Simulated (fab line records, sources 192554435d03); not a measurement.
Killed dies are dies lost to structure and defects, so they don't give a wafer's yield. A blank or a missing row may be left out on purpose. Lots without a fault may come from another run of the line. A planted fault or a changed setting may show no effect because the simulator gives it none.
Problem report in the 8D (eight disciplines) form, filled by code | flow n5_finfet | the parts of the form that need people (team, actions taken, sign-off) are left out

1. THE PROBLEM
cd_nm at N5_DUMMY_GATE_CD_MEAS_50 reads a mean of 17.6 nm on 1 wafer of 1 lot; wafers without a fault read 13.8 nm with a standard deviation of 0.53. That is +7.2 standard deviations from the usual mean.
The step: target cd 14 nm.
First seen on wafer L177.2, day 6 07:59, on cd_sem-03. The record holds 26 wafers of 10 lots with a number at this step. Rule for "out", or "out of limits": more than 4 standard deviations from the usual mean. The other wafers with a number count as sound.

2. WHAT IT IS AND WHAT IT IS NOT
question                    | is               | is not
which readings at this step | cd_nm            | -
which lots                  | L177             | L166, L167, L168, L180, L181, L182, L183, L184, L187
which wafers of those lots  | L177.2           | L177.1, L177.6
read on which gauges        | cd_sem-03        | cd_sem-01, cd_sem-02
when                        | from day 6 07:59 | up to then (10 sound wafers); but 15 sound wafers of L180, L181, L182, L183, L184, L187 came after

3. SUSPECTS, AND WHAT RULES EACH OUT
Counting: a tool at a process step up to the reading stays a suspect if it ran every lot that is out. Sound lots after the first of them don't rule it out here, since some wafers of a struck lot are sound.
- the gauge at N5_DUMMY_GATE_CD_MEAS_50: ruled out. All the wafers that are out were read on cd_sem-03, but those of them that N5_DUMMY_GATE_TRIM_49 has rows for are out there too, on other tools.
- ald_sin-01 at N5_DUMMY_GATE_ALD_02 (deposits SiO2, target thk 2 nm, pulse time 1 s): kept. It ran the lot that is out, L177 (day 5 20:59); its last sound lot up to then is L168 (day 3 13:14).
- cmp-03 at N5_DUMMY_GATE_CMP_04 (polishes a-Si): kept. It ran the lot that is out, L177 (day 6 01:52); its last sound lot up to then is L168 (day 3 17:07).
- rie_si-05 at N5_DUMMY_GATE_TRIM_49 (chemistry O2, time 29 s, target cd 14 nm): kept. It ran the lot that is out, L177 (day 6 07:50); its last sound lot up to then is L168 (day 3 21:58). Its own readings are out on those wafers: oes_product_au.
- Within ald_sin-01 at N5_DUMMY_GATE_ALD_02: the wafers that are out ran in chamber 0; their sound lot-mates ran in chamber 3.
- Within rie_si-05 at N5_DUMMY_GATE_TRIM_49: the wafers that are out ran in chamber 3; their sound lot-mates ran in chambers 1, 2.
Left after counting: ald_sin-01 at N5_DUMMY_GATE_ALD_02, cmp-03 at N5_DUMMY_GATE_CMP_04, rie_si-05 at N5_DUMMY_GATE_TRIM_49.

4. THE CAUSE (what the simulator had put in)
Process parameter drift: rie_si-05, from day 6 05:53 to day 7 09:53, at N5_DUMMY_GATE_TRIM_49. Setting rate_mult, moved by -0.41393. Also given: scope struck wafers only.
Counting left 3 suspects, and this tool is among them.

5. THE CHAIN OF EFFECTS, in route order
Each row: a reading whose mean over the struck wafers that have a number lies more than 3 standard deviations from the usual. Only readings for which the record gives a usual standard deviation are gone through. hours: the time from each lot's start at the first step in this table that gives one to its start at this step, as a median over the lots. sigmas: the change in usual standard deviations.
hours | step                     | reading              | usual      | on struck wafers | change | sigmas
0     | N5_DUMMY_GATE_TRIM_49    | oes_product_au       | 0.999 a.u. | 0.751            | -0.248 | -13
0     | N5_DUMMY_GATE_CD_MEAS_50 | cd_nm                | 13.8 nm    | 17.6             | +3.8   | +7.2
1     | N5_DUMMY_GATE_CD_MEAS_24 | cd_nm                | 14.7 nm    | 18.9             | +4.2   | +8.1
327   | N5_PASSIVATION_PROBE_49  | defect_limited_yield | 91.1 %     | 2.2              | -88.9  | -64
327   | N5_PASSIVATION_PROBE_49  | killed_at_front_end  | 40         | 1080             | +1040  | +95
327   | N5_PASSIVATION_PROBE_49  | killed_dies          | 105        | 1154             | +1049  | +62
327   | N5_PASSIVATION_PROBE_49  | killed_on_rim        | 14         | 135              | +121   | +28
327   | N5_PASSIVATION_PROBE_49  | sort_bin_8_speed     | 0.00 %     | 0.17             | +0.17  | +7.4
327   | N5_PASSIVATION_PROBE_49  | sort_n_pass          | 1075       | 24               | -1051  | -62
327   | N5_PASSIVATION_PROBE_49  | sort_yield_pct       | 91.1 %     | 2.0              | -89.1  | -64
The process steps in it:
- N5_DUMMY_GATE_TRIM_49: chemistry O2, time 29 s, target cd 14 nm.
- N5_PASSIVATION_PROBE_49

6. WHAT WOULD HAVE CAUGHT IT SOONER
In this record the first reading out of limits at a measuring or inspecting step was taken at day 6 07:59, 2 hours after the fault began at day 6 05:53.
The tool's own readings at N5_DUMMY_GATE_TRIM_49 were out on every struck wafer that the step has a row for (oes_product_au): an alarm limit on them would have fired on the first of those.
All the lots that are out (1) had begun N5_DUMMY_GATE_TRIM_49 on rie_si-05 by day 6 07:59. A hold on the tool at that time would have spared none of them.
